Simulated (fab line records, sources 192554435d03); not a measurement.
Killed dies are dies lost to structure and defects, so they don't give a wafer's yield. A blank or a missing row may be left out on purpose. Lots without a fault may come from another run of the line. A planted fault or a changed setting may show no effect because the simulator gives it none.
A struck lot beside a sound one | flow n5_finfet | 15 steps out of a route of 1938
Sound: wafers L647.2, L647.3, L647.6. Struck: wafer L668.1. (L668.3, L668.5 of the same lot were not struck and are left out.) The cause comes at the end.
At each step with rows: each side's tool, then ch and its chambers, then its first start. Under that, the readings that differ: sound wafers | struck wafers | difference of the means | sigmas: that difference in standard deviations of wafers without a fault.
alike: readings whose means differ by less than 2 such deviations, and words and numbers that are the same on both sides. not compared: withheld readings, readings that some wafer has no value for, bounds like >300 that may hide the same value, and numbers for which the record gives no deviation and whose values overlap.
The two part at a step that has a row with sigmas, a row that says differs or no value, or rows on one side only. Numbers that don't overlap but have no deviation are shown without sigmas and don't part them. A reading that every wafer of one side lacks parts them only if that side has two wafers or more.

N5_BEOL_M3_ANNEAL_87: time 240 s.
  sound on pvd_sputter-02, day 8 11:37; struck on pvd_sputter-01, day 14 18:08
  alike: heater_power_w
then, 1 step without rows for these wafers: N5_BEOL_M3_SPUTTER_88 (material Cu, target thk 4.5 nm, time 8.29 s).
N5_BEOL_M3_ANNEAL_89: time 240 s.
  sound on pvd_sputter-02, day 8 11:50; struck on pvd_sputter-01, day 14 18:21
  alike: heater_power_w
then, 1 step without rows for these wafers: N5_BEOL_M3_SPUTTER_90 (material Cu, target thk 4.5 nm, time 8.29 s).
N5_BEOL_M3_ANNEAL_91: time 240 s.
  sound on pvd_sputter-02, day 8 12:04; struck on pvd_sputter-01, day 14 18:34
  alike: heater_power_w
then, 1 step without rows for these wafers: N5_BEOL_M3_SPUTTER_92 (material Cu, target thk 4.5 nm, time 8.29 s).
N5_BEOL_M3_ANNEAL_93: time 240 s.
  sound on pvd_sputter-02, day 8 12:17; struck on pvd_sputter-01, day 14 18:47
  alike: heater_power_w
then, 2 steps without rows for these wafers: N5_BEOL_M3_SPUTTER_94 (material Cu, target thk 4.5 nm, time 8.29 s); N5_BEOL_M3_ANNEAL_95 (time 240 s).
N5_BEOL_M3_SPUTTER_96: material Cu, target thk 4.5 nm, time 8.29 s.
  sound on pvd_sputter-02, day 8 12:38; struck on pvd_sputter-01, day 14 19:09
  alike: substrate_temp_c, throttle_valve_pct
then, 2 steps without rows for these wafers: N5_BEOL_M3_ECD_50 (material Cu, target thk 300 nm); N5_BEOL_M3_ANNEAL_51 (time 90 s).
N5_BEOL_M3_CMP_52: polishes, stops on SiOC, t overpolish 6.8 s, target thk 40 nm.
  sound on cmp-01 ch 1,3, day 8 13:08; struck on cmp-01 ch 2, day 14 19:43
  reading                                      | sound          | struck | difference | sigmas
  barrier_field_endpoint_s (s)                 | 25.0 24.6 25.0 | 14.0   | -10.9      | -23
  time_to_endpoint_s (s)                       | 60.3 64.2 65.9 | 38.4   | -25.1      | -12
  model.Cu_of_BEOL_M3_ECD_50.thk_nm (nm)       | 40.4 43 43.2   | 38.4   | -3.8       |
  model.SiOC_of_BEOL_M3_ILD_DEP_00.thk_nm (nm) | 74.8 77.6 77.4 | 73.6   | -3.0       |
  alike: clearing_platen_down_force_psi, motor_current_A, overpolish_run_s
N5_BEOL_M4_RC_MEAS_101:
  sound on prober-01 ch 0, day 9 09:25; struck on prober-02 ch 0, day 15 09:06
  reading       | sound             | struck | difference | sigmas
  SS_N (mV/dec) | 72.2 71.5 72.3    | 70.6   | -1.4       | -2
  VT_N (mV)     | 248.4 248.1 247.1 | 252.9  | +5.0       | +2
  alike: DIBL_N, DIBL_P, IOFF_N, IOFF_P, ION_N, ION_P, SS_P, VT_P
-- the record jumps here: 4 days lie between the struck wafers' starts before and after (it left off in module BEOL_M4 and takes up again in module PASSIVATION, whose first step shown is number 1936 of the route) --
N5_PASSIVATION_PROBE_49:
  sound on prober-01, day 14 12:07; struck on prober-01, day 19 11:17
  alike: defect_limited_yield, killed_at_M0_to_M3, killed_at_M4_up, killed_at_contacts, killed_at_front_end, killed_at_other, killed_dies, killed_open, killed_short, sort_bin_5_function, sort_bin_6_memory, sort_bin_8_speed, sort_n_pass, sort_yield_pct

WHERE THEY PART
First at N5_BEOL_M3_CMP_52; last, within this record, at N5_BEOL_M4_RC_MEAS_101. Later steps at which nothing parts them and some readings are alike: N5_PASSIVATION_PROBE_49.

WHY: what the simulator had put in
Process parameter drift: cmp-01, from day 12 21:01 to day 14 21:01, at N5_BEOL_M3_CMP_52. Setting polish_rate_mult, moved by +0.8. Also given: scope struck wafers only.
